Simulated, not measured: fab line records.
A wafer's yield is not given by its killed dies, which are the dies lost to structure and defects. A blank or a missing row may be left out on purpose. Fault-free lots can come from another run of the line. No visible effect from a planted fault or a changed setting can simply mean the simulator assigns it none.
Matching of chambers + flow n5_finfet + N5_BEOL_M6_CMP_52 on cmp-01: 4 sister chambers
The step polishes, stops on SiCOH lowk, t overpolish 6.9 s, target thk 80 nm. 4 wafers are shown with their chamber, then 8 later ones without.

EACH WAFER AND ITS CHAMBER
| wafer  | chamber | motor_current_A (A) |
|--------|---------|---------------------|
| L092.5 | 1       | 5.9                 |
| L094.2 | 0       | 6.1                 |
| L094.3 | 2       | 4.6                 |
| L095.2 | 3       | 5.9                 |

WAFERS WHOSE CHAMBER IS MISSING
| wafer  | motor_current_A (A) |
|--------|---------------------|
| L095.5 | 5.8                 |
| L095.6 | 4.7                 |
| L097.2 | 5.8                 |
| L097.3 | 6.1                 |
| L097.6 | 6.4                 |
| L096.4 | 5.6                 |
| L096.5 | 4.5                 |
| L096.6 | 6.2                 |

CHAMBER TAKEN BY EACH
| wafer  | from the rows above          | in truth |
|--------|------------------------------|----------|
| L095.5 | can't be placed: 1 or 3 or 0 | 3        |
| L095.6 | 2                            | 2        |
| L097.2 | can't be placed: 1 or 3 or 0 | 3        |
| L097.3 | can't be placed: 0 or 1 or 3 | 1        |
| L097.6 | can't be placed: 0 or 1 or 3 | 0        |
| L096.4 | can't be placed: 1 or 3 or 0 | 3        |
| L096.5 | 2                            | 2        |
| L096.6 | can't be placed: 0 or 1 or 3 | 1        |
Placed correctly: 2 of 8. Cannot be placed on the basis of these rows: 6; the candidates contain the true chamber in 6. 0 placed wrongly.
How it was worked out, from the rows above alone: a wafer's distance from a chamber is the root of the sum, over the readings, of the square of ((its reading less the chamber's mean) divided by the reading's scatter). If the next closest chamber is less than 2 further off than the closest, the wafer can't be placed; otherwise it belongs to the closest. A chamber's mean is the mean of its shown wafers. The scatter: with one shown wafer a chamber, the root of the mean of the squares of how far each hidden wafer lies from its nearest shown one.
